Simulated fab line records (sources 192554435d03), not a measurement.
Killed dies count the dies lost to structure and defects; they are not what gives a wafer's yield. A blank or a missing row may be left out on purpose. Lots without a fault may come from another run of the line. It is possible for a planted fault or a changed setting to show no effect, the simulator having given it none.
The tool behind it: which one? | flow n5Finfet | 11 lots, 30 wafers sampled, at 6 steps of a route of 1938

## WHAT THE GAUGES SHOWED, per wafer
The record holds no reading of a measuring or inspecting step that can be judged against a usual standard deviation.

## TOOL THAT RAN EACH LOT (tool first, then ch and the chambers of the sampled wafers, then the start)
lot  | N5_BEOL_M10_PECVD_70            | N5_BEOL_M10_DEGAS_44        | N5_BEOL_M10_CMP_52            | N5_BEOL_M11_ILD_DEP_00          | N5_BEOL_M11_CURE_71          | N5_PASSIVATION_PROBE_49
L384 | pecvd-01 ch 0,1,2, day 10 13:29 | pvdSputter-01, day 10 17:00 | cmp-03 ch 0,2, day 10 18:21   | pecvd-02 ch 0,1,2, day 10 18:50 | uvCure-02 ch 2, day 10 18:55 | -
L386 | pecvd-03 ch 0,1,2, day 11 05:56 | pvdSputter-03, day 11 11:02 | cmp-01 ch 0,1,3, day 11 12:31 | pecvd-02 ch 0,1, day 11 12:58   | uvCure-02 ch 1, day 11 13:14 | -
L389 | pecvd-04 ch 1,2, day 11 10:38   | pvdSputter-03, day 11 14:58 | cmp-01 ch 1,2,3, day 11 17:07 | pecvd-03 ch 0,1,2, day 11 17:37 | uvCure-03 ch 2, day 11 17:52 | -
L387 | pecvd-04 ch 0,1,2, day 11 11:41 | pvdSputter-01, day 11 15:40 | cmp-03 ch 0,2, day 11 17:08   | pecvd-02 ch 0,1,2, day 11 17:40 | uvCure-02 ch 2, day 11 17:55 | -
L391 | pecvd-01 ch 0,2, day 12 04:47   | pvdSputter-03, day 12 09:49 | cmp-02 ch 0,1, day 12 11:47   | pecvd-04 ch 1,2, day 12 12:18   | uvCure-02 ch 0, day 12 12:23 | -
L392 | pecvd-03 ch 0,2, day 12 07:34   | pvdSputter-01, day 12 13:03 | cmp-02 ch 0,3, day 12 14:26   | pecvd-02 ch 0,1, day 12 14:56   | uvCure-03 ch 2, day 12 15:02 | -
L394 | pecvd-04 ch 0,1,2, day 12 14:52 | pvdSputter-03, day 12 18:12 | cmp-02 ch 1,2, day 12 19:26   | pecvd-04 ch 0,1,2, day 12 19:56 | uvCure-01 ch 0, day 12 20:05 | prober-01, day 14 21:55
L398 | pecvd-03 ch 0,1,2, day 14 05:53 | pvdSputter-03, day 14 12:20 | cmp-01 ch 2,3, day 14 13:43   | pecvd-03 ch 0,2, day 14 14:13   | uvCure-01 ch 1, day 14 14:17 | -
L400 | pecvd-03 ch 1, day 14 15:29     | pvdSputter-02, day 14 20:59 | cmp-01 ch 2, day 14 22:26     | pecvd-04 ch 1, day 14 22:55     | uvCure-02 ch 2, day 14 23:00 | prober-01, day 17 01:40
L403 | pecvd-03 ch 0,2, day 14 23:23   | pvdSputter-01, day 15 05:03 | cmp-03 ch 0,2, day 15 06:27   | pecvd-02 ch 1,2, day 15 06:56   | uvCure-01 ch 2, day 15 07:27 | prober-02, day 17 02:01
L402 | pecvd-03 ch 1,2, day 15 09:45   | pvdSputter-01, day 15 16:50 | cmp-01 ch 1,3, day 15 18:24   | pecvd-02 ch 0,1, day 15 18:51   | uvCure-01 ch 1, day 15 19:08 | -
- N5_BEOL_M10_PECVD_70: deposits SiO2 from TEOS/O2, target thk 20 nm, time 22.7 s.
- N5_BEOL_M10_DEGAS_44: time 60 s.
- N5_BEOL_M10_CMP_52: polishes, stops on SiCOH lowk, t overpolish 7 s, target thk 140 nm.
- N5_BEOL_M11_ILD_DEP_00: deposits SiCOH lowk from DEMS/porogen, target thk 308.51 nm, time 58 s.
- N5_BEOL_M11_CURE_71: cures SiCOH lowk, time 240 s.
- N5_PASSIVATION_PROBE_49

## WHAT THE TOOLS THEMSELVES READ (means of the sampled wafers that have a number; where no wafer has one, the mark that the record gives instead)
N5_BEOL_M10_PECVD_70.
lot  | tool     | heaterPowerOuterW (W) | heaterPowerW (W) | showerheadPlenumPTorr (Torr) | throttleValvePct (%)
L384 | pecvd-01 | 415                   | 678              | 8.78                         | 23.5
L386 | pecvd-03 | 388                   | 639              | 8.77                         | 22.3
L389 | pecvd-04 | 418                   | 695              | 8.76                         | 21.0
L387 | pecvd-04 | 421                   | 736              | 8.75                         | 22.2
L391 | pecvd-01 | 424                   | 727              | 8.76                         | 22.2
L392 | pecvd-03 | 358                   | 595              | 8.80                         | 22.0
L394 | pecvd-04 | 399                   | 715              | 8.76                         | 21.9
L398 | pecvd-03 | 406                   | 674              | 8.78                         | 22.4
L400 | pecvd-03 | 356                   | 568              | 8.75                         | 22.1
L403 | pecvd-03 | 392                   | 660              | 8.77                         | 22.6
L402 | pecvd-03 | 320                   | 527              | 8.78                         | 21.4

N5_BEOL_M10_DEGAS_44.
lot  | tool          | heaterPowerW (W)
L384 | pvdSputter-01 | 310
L386 | pvdSputter-03 | 342
L389 | pvdSputter-03 | 346
L387 | pvdSputter-01 | 324
L391 | pvdSputter-03 | 372
L392 | pvdSputter-01 | 326
L394 | pvdSputter-03 | 310
L398 | pvdSputter-03 | 304
L400 | pvdSputter-02 | 286
L403 | pvdSputter-01 | 318
L402 | pvdSputter-01 | 320

N5_BEOL_M10_CMP_52.
lot  | tool   | barrierFieldEndpointS (s) | clearingPlatenRpm (rpm) | headPressurePsi (psi) | motorCurrentA (A)
L384 | cmp-03 | 28.8                      | 49.990                  | 0.9992                | 5.8
L386 | cmp-01 | 29.4                      | 50.012                  | 0.9996                | 5.9
L389 | cmp-01 | 27.9                      | 50.034                  | 1.0008                | 5.9
L387 | cmp-03 | 29.5                      | 50.002                  | 1.0001                | 5.6
L391 | cmp-02 | 28.7                      | 50.027                  | 0.9996                | 5.9
L392 | cmp-02 | 29.8                      | 49.974                  | 1.0010                | 5.9
L394 | cmp-02 | 29.3                      | 50.008                  | 1.0002                | 6.3
L398 | cmp-01 | 28.6                      | 49.982                  | 1.0015                | 5.7
L400 | cmp-01 | 31.9                      | 50.035                  | 1.0011                | 5.8
L403 | cmp-03 | 34.0                      | 50.010                  | 0.9983                | 5.4
L402 | cmp-01 | 33.6                      | 49.979                  | 1.0011                | 6.0

N5_BEOL_M11_ILD_DEP_00.
lot  | tool     | heaterPowerOuterW (W) | heaterPowerW (W) | showerheadPlenumPTorr (Torr) | throttleValvePct (%)
L384 | pecvd-02 | 140                   | 309              | 5.734                        | 13.3
L386 | pecvd-02 | 116                   | 273              | 5.743                        | 13.8
L389 | pecvd-03 | 117                   | 259              | 5.738                        | 13.7
L387 | pecvd-02 | 133                   | 300              | 5.738                        | 13.4
L391 | pecvd-04 | 136                   | 306              | 5.730                        | 13.4
L392 | pecvd-02 | 133                   | 298              | 5.733                        | 13.3
L394 | pecvd-04 | 139                   | 309              | 5.742                        | 13.8
L398 | pecvd-03 | 143                   | 292              | 5.741                        | 13.6
L400 | pecvd-04 | 138                   | 324              | 5.726                        | 13.8
L403 | pecvd-02 | 128                   | 294              | 5.747                        | 13.4
L402 | pecvd-02 | 113                   | 275              | 5.729                        | 13.6

N5_BEOL_M11_CURE_71.
lot  | tool      | lampPowerPct (%) | wafer_temp_C_max
L384 | uvCure-02 | 52.28            | 387.4
L386 | uvCure-02 | 52.36            | 387.3
L389 | uvCure-03 | 52.34            | 387.7
L387 | uvCure-02 | 52.32            | 387.2
L391 | uvCure-02 | 52.32            | 387.2
L392 | uvCure-03 | 52.32            | 387.2
L394 | uvCure-01 | 52.32            | 386.4
L398 | uvCure-01 | 52.34            | 386.3
L400 | uvCure-02 | 52.23            | 387.2
L403 | uvCure-01 | 52.33            | 387.6
L402 | uvCure-01 | 52.38            | 386.5

N5_PASSIVATION_PROBE_49.
lot  | tool      | defectLimitedYield (%) | killed_at_M0_to_M3 | killed_at_M4_up | killedAtContacts | killedAtFrontEnd | killedAtOther | killedDies | killedOpen | killedShort | sort_bin_5_function (%) | sort_bin_6_memory (%) | sort_bin_8_speed (%) | sortNPass | sortYieldPct (%)
L394 | prober-01 | 92.9                   | 40                 | 9               | 12               | 21               | 1.7           | 84         | 57         | 24          | 3.9                     | 2.7                   | 0.00                 | 1096      | 92.9
L400 | prober-01 | 92.8                   | 23                 | 12              | 7                | 40               | 3.0           | 85         | 60         | 22          | 4.1                     | 2.5                   | 0.00                 | 1095      | 92.8
L403 | prober-02 | 90.0                   | 33                 | 14              | 19               | 47               | 5.0           | 118        | 75         | 42          | 5.7                     | 3.8                   | 0.00                 | 1062      | 90.0

## THE ANSWER, worked out from the rows above alone
Rule: what is usual is taken from the lots themselves. Put in order of their means at a reading, lots are off if they are a third of the lots or fewer, leave a main group of 4 or more, and stand apart from it by a gap of 3 or more times the standard deviation of the main group's means; of several such gaps the widest counts. If all means in a main group match to the digits the tables above print for the reading, that group is not used. Also off: a lot with no number at a reading for which 4 or more lots have one. Where the step has rows for the other lots, those lots are counted as sound. After the gauges, taken in route order, come the tools' own readings; for these a lot's mean is taken, as printed above. At the first step where some lot is off, the reading lying furthest off is the one used; lots without a number count as furthest.
Off at N5_BEOL_M10_CMP_52 (barrierFieldEndpointS): L400, L403, L402. Main group: mean 29.0 s, sd 0.57.
A tool fits if, at that step or a process step before it, it ran every lot that is off, and no sound lot after the first of them. One fits: N5_BEOL_M10_PECVD_70 on pecvd-03. Its last sound lot is L398 (day 14 05:53), its first lot that is off L400 (day 14 15:29): a fault that began between those two fits.

## WHAT THE SIMULATOR HAD INSERTED
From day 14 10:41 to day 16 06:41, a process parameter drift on pecvd-03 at N5_BEOL_M10_PECVD_70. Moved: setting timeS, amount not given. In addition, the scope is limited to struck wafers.
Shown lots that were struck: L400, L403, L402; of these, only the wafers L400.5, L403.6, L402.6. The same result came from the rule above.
